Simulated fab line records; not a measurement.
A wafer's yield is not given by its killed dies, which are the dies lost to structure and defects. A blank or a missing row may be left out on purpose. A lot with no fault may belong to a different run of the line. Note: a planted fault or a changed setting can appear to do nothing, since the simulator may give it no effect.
Chamber matching | flow n5_finfet | 3 sister chambers for N5_BEOL_M5_PRE_CLEAN_77 on cvd_co-01
The step time 15 s. 6 wafers are shown with their chamber, then 8 later ones without.

WAFERS, EACH WITH ITS CHAMBER
wafer  | chamber | heater_power_w (W)
L083.5 | 2       | 108
L089.4 | 2       | 109
L088.2 | 0       | 91
L088.3 | 1       | 69
L088.4 | 0       | 92
L090.2 | 1       | 70

WAFERS WITHOUT THEIR CHAMBER
wafer  | heater_power_w (W)
L090.3 | 108
L090.4 | 107
L091.3 | 91
L091.4 | 67
L091.5 | 90
L092.2 | 108
L092.3 | 92
L092.4 | 67

WHICH CHAMBER EACH WENT THROUGH
wafer  | from the rows above | in truth
L090.3 | 2                   | 2
L090.4 | 2                   | 2
L091.3 | 0                   | 0
L091.4 | 1                   | 1
L091.5 | 0                   | 0
L092.2 | 2                   | 2
L092.3 | 0                   | 0
L092.4 | 1                   | 1
Placed correctly: 8 of 8. Not placeable from these rows: 0. Number placed wrongly: 0.
How it was worked out, from the rows above alone: a wafer's distance from a chamber is the root of the sum, over the readings, of the square of ((its reading less the chamber's mean) divided by the reading's scatter). If the next closest chamber is less than 2 further off than the closest, the wafer can't be placed; otherwise it belongs to the closest. A chamber's mean is the mean of its shown wafers. How the scatter is found: for the shown wafers, subtract from each reading the mean of its chamber, square and add these, divide the total by (wafers less chambers), then take the root.
